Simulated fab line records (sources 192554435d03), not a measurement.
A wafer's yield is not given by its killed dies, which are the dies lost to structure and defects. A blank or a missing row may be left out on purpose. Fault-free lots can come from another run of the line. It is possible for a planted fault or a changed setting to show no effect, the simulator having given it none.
Split-lot study ; flow n5_finfet ; 21 wafers read from 7 lots, route of 1938 steps

ABOUT THE SPLIT
At N5_BEOL_M9_PECVD_70 (deposits SiO2 from TEOS/O2, target thk 20 nm, time 22.7 s), the setting time_s was moved away from the recipe's 22.7 s on 4 of the 21 wafers read, by -13.3% to +4.4%. The other wafers ran this setting at the recipe's value.

The split's own step is where the reading is taken.

THE READING
SiO2_of_BEOL_M9_PECVD_70.thk_nm (the simulator's own value, which no gauge read), in nm, at N5_BEOL_M9_PECVD_70 (deposits SiO2 from TEOS/O2, target thk 20 nm, time 22.7 s). No usual value for it is given in the file. Average 20.2 nm, standard deviation 0.16 nm, over the 17 wafers here run with the recipe.

wafer;tool, chamber at the split;time_s as run, s;against the recipe;SiO2_of_BEOL_M9_PECVD_70.thk_nm, nm;against lot-mates on the recipe
L076.3;pecvd-03, 0;22.7;recipe;20;-
L076.5;pecvd-03, 0;22.7;recipe;20;-
L076.6;pecvd-03, 1;22.7;recipe;20.2;-
L077.1;pecvd-01, 0;22.7;recipe;20.2;-
L077.3;pecvd-01, 2;22.7;recipe;20;-
L077.4;pecvd-01, 2;22.7;recipe;20;-
L080.3;pecvd-01, 1;23.69;+4.4%;21;+0.6
L080.4;pecvd-01, 2,0;22.7;recipe;20.4;-
L080.6;pecvd-01, 2,0;22.7;recipe;20.4;-
L079.2;pecvd-01, 1;22.7;recipe;20;-
L079.4;pecvd-01, 2,0;22.7;recipe;20.4;-
L079.6;pecvd-01, 2,0;22.7;recipe;20.4;-
L083.3;pecvd-04, 0;22.7;recipe;20.2;-
L083.5;pecvd-04, 0;22.7;recipe;20.2;-
L083.4;pecvd-04, 1;22.7;recipe;20;-
L092.1;pecvd-04, 1;21.54;-5.1%;18.8;-1.2
L092.4;pecvd-04, 2;22.7;recipe;20;-
L092.5;pecvd-04, 1;21.54;-5.1%;19;-1.0
L097.4;pecvd-03, 1;22.7;recipe;20;-
L097.5;pecvd-03, 0;22.7;recipe;20.2;-
L097.6;pecvd-03, 2;19.68;-13.3%;17.6;-2.5
When a row names more than one chamber, that row covers several wafers, and the file does not tell which wafer ran in which chamber.

THE FIT
A straight line over all 21 wafers: SiO2_of_BEOL_M9_PECVD_70.thk_nm changes by +0.202 nm for each +1% of time_s; r = +0.97; the points scatter about the line by 0.17 nm.
The same after taking each lot's own level away (the mean of its wafers on the recipe; 21 wafers): +0.188 nm for each +1%; r = +0.98; scatter 0.13 nm.
According to that fit, moving time_s by its largest amount changes the reading by 2.5 nm.
From 20.00 to 20.40 nm: that is the span of the lots' own levels, equal to 2.5 times the standard deviation above.
Consequently the slope shifts little with the lot-to-lot level, the two slopes agreeing.
Check: with one of the wafers moved furthest among these (-13.3%) left out of the fit, the line predicts -2.59 nm for it against its lot-mates. It came out at -2.5 nm against them.

THE OTHER SPLITS THESE WAFERS WENT THROUGH
Before the reading, these wafers also passed through other splits. Each is held against what the fit with the lots' levels taken away leaves over:
other split on the same wafers;wafers away from the commonest value;r with SiO2_of_BEOL_M9_PECVD_70.thk_nm (lot level and that fit taken away)
N5_BEOL_M7_TRENCH_ETCH_37 time_s;6;+0.01

THE FILE'S OWN FIT
SiO2_of_BEOL_M9_PECVD_70.thk_nm changes by +0.187 nm for each +1% of time_s, r = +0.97.
